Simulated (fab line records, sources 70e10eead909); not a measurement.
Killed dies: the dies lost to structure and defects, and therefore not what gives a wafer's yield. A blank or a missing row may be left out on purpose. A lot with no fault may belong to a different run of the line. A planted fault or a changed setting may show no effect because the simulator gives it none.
A lot that was struck, set against a sound lot -- flow nandHarc -- 15 out of 1302 route steps
Sound: wafers L236.3, L236.4, L236.6. Struck: wafers L244.1, L244.3. (L244.4 of the same lot was not struck and is left out.) The cause comes at the end.
Per side, at each step with rows, come the tool, then ch with its chambers, and then its first start. Under that, the readings that differ: sound wafers -- struck wafers -- difference of the means -- sigmas: that difference in standard deviations of wafers without a fault.
alike: words and numbers the same on both sides, and readings whose means are apart by under 2 such deviations; not compared: readings that were withheld, readings missing a value for some wafer, numbers with overlapping values and no deviation given by the record, and bounds like >300 which may hide the same value.
Wherever a step has rows on one side only, a row that says differs or no value, or a row with sigmas, the two part there. Numbers that don't overlap but have no deviation are shown without sigmas and don't part them. A reading missing from all wafers of one side parts the sides only when that side holds two or more wafers.

first, 6 steps without rows for these wafers: NHARC_P_CONTACT_COAT_06 (resist thk 90 nm); NHARC_P_CONTACT_SOFTBAKE_07 (time 55 s); NHARC_P_CONTACT_EBR_08; NHARC_P_CONTACT_EXPOSE_09 (exposes mask P CA, target cd 90 nm); NHARC_P_CONTACT_PEB_10 (peb time 65 s); NHARC_P_CONTACT_DEVELOP_11 (develop time 35 s).
NHARC_P_CONTACT_CD_MEAS_12 targets a cd of 90 nm.
  sound on cdSem-02 ch 0, day 6 18:14; struck on cdSem-01 ch 0, day 10 06:40
  alike: cdNm
NHARC_P_CONTACT_OVL_MEAS_13:
  struck on overlay-02, day 10 06:46; sound on overlay-01, day 6 18:19
  alike: overlayXNm, overlayYNm
NHARC_P_CONTACT_INSPECT_14:
  struck on defectInspect-01, day 10 06:48; sound on defectInspect-01, day 6 18:21
  alike: rawDefectCount
NHARC_P_CONTACT_DESCUM_17: chemistry O2, time 3 s.
  sound on rieDiel-03 ch 0,3, day 6 18:25; struck on rieDiel-03 ch 2,3, day 10 06:52
  alike: drypumpMotorCurrentA, oesProductAu, rfVppV, showerheadPlenumPTorr, throttleValvePct
  not compared: rfHoursCounterH
NHARC_P_CONTACT_ETCH_35: etches the open film in CF4, target depth 39 nm, time 65 s.
  sound on rieDiel-03 ch 0,1,3, day 6 18:30; struck on rieDiel-03 ch 1,2, day 10 06:57
  alike: drypumpMotorCurrentA, oesProductAu, rfVppV, runLengthS, showerheadPlenumPTorr, throttleValvePct
  not compared: rfHoursCounterH
NHARC_P_CONTACT_ETCH_36: etches the open film in N2/H2, target depth 260 nm, time 406.25 s.
  sound on rieDiel-03 ch 0,1,3; struck on rieDiel-03 ch 1,3
  alike: drypumpMotorCurrentA, oesProductAu, rfVppV, runLengthS, showerheadPlenumPTorr, throttleValvePct
  not compared: rfHoursCounterH
NHARC_P_CONTACT_ETCH_18: etches the open film in C4F8/O2/Ar, target depth 481 nm, time 240.5 s.
  sound on rieDiel-03 ch 0,3, day 6 18:53; struck on rieDiel-03 ch 0,2, day 10 07:20
reading,sound,struck,difference,sigmas
runLengthS (s),261.8 261.8 261.9,197.4 197.3,-64.5,-99 or more
  alike: oesProductAu, rfVppV
  not compared: rfHoursCounterH
then, 1 step without rows for these wafers: NHARC_P_CONTACT_STRIP_37 (strips in C4F8/O2/Ar).
-- record jumps: 18 days between struck wafers' starts before vs after; left off in module P_CONTACT, resumes in module END, first step shown is number 1302 of the route --
NHARC_END_SORT_01:
  only the struck wafers appear in the record here, on prober-01 ch 0 at day 28 10:26; the sound ones have no rows

== WHERE THEY PART ==
Last at NHARC_END_SORT_01 as far as this record goes, first at NHARC_P_CONTACT_ETCH_18.

WHY: what had been put in by the simulator
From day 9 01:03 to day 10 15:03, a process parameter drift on rieDiel-03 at NHARC_P_CONTACT_ETCH_18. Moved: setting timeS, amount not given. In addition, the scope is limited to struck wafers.
